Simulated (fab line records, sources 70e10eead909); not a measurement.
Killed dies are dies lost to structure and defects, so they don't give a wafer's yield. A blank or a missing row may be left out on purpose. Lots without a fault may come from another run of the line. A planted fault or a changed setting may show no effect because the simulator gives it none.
Chamber matching | flow nand_harc | NHARC_P_GATE_DESCUM_13 on rie_diel-10: 4 sister chambers
The step chemistry O2, time 3 s. 4 wafers are shown with their chamber, then 12 later ones without.

WAFERS WITH THEIR CHAMBER
wafer  | chamber | drypump_motor_current_A (A)
L082.5 | 3       | 5.5
L084.5 | 2       | 5.4
L086.1 | 0       | 5.3
L086.6 | 1       | 5.3

WAFERS WITHOUT THEIR CHAMBER
wafer  | drypump_motor_current_A (A)
L087.2 | 5.2
L087.5 | 5.3
L087.6 | 5.3
L092.1 | 5.2
L092.5 | 5.4
L092.6 | 5.3
L096.3 | 5.4
L096.4 | 5.3
L096.5 | 5.2
L097.1 | 5.4
L097.5 | 5.3
L097.6 | 5.3

WHICH CHAMBER EACH WENT THROUGH
wafer  | from the rows above     | in truth
L087.2 | can't be placed: 0 or 1 | 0
L087.5 | can't be placed: 0 or 1 | 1
L087.6 | can't be placed: 0 or 1 | 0
L092.1 | can't be placed: 0 or 1 | 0
L092.5 | 2                       | 2
L092.6 | can't be placed: 0 or 1 | 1
L096.3 | 2                       | 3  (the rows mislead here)
L096.4 | can't be placed: 0 or 1 | 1
L096.5 | can't be placed: 0 or 1 | 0
L097.1 | 2                       | 2
L097.5 | can't be placed: 0 or 1 | 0
L097.6 | can't be placed: 0 or 1 | 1
Placed correctly: 2 of 12. Can't be placed from these rows: 9 (the true chamber is among the candidates in 9). Placed wrongly: 1.
How it was worked out, from the rows above alone: a wafer's distance from a chamber is the root of the sum, over the readings, of the square of ((its reading less the chamber's mean) divided by the reading's scatter). The wafer belongs to the nearest chamber; if the next one is less than 2 further off, it can't be placed. A chamber's mean is the mean of its shown wafers. The scatter: with one shown wafer a chamber, the root of the mean of the squares of how far each hidden wafer lies from its nearest shown one.
